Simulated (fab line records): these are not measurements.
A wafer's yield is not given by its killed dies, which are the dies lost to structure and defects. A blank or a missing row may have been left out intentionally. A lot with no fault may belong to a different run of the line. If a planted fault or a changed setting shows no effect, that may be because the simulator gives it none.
Matching of chambers	flow nand_harc	NHARC_A_WL_FILL_CMP_12 on cmp-03: 4 sister chambers
The step polishes, t overpolish 30 s, target thk 100 nm. 4 wafers are shown with their chamber, then 8 later ones without.

## WAFERS WITH THEIR CHAMBER
wafer	chamber	motor_current_A (A)
L087.1	2	11.7
L087.2	1	10.9
L087.4	3	11.0
L090.3	0	11.0

## WAFERS WITH NO CHAMBER GIVEN
wafer	motor_current_A (A)
L090.4	11.4
L090.6	11.6
L090.1	11.8
L090.2	11.9
L090.5	11.5
L094.1	11.5
L094.4	11.7
L094.5	11.3

## EACH ONE'S CHAMBER
wafer	from the rows above	in truth
L090.4	can't be placed: 2 or 0 or 3 or 1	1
L090.6	2	2
L090.1	2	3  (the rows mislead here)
L090.2	2	2
L090.5	can't be placed: 2 or 0 or 3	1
L094.1	can't be placed: 2 or 0 or 3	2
L094.4	2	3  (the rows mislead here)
L094.5	can't be placed: 0 or 3 or 2 or 1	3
Placed correctly: 2 of 8. Not placeable from these rows: 4 (in 3, the candidates include the true chamber). Placed wrongly: 2.
How it was worked out, from the rows above alone: a wafer's distance from a chamber is the root of the sum, over the readings, of the square of ((its reading less the chamber's mean) divided by the reading's scatter). The wafer belongs to the nearest chamber; if the next one is less than 2 further off, it can't be placed. The mean given for a chamber averages the wafers shown for that chamber. The scatter: with one shown wafer a chamber, the root of the mean of the squares of how far each hidden wafer lies from its nearest shown one.
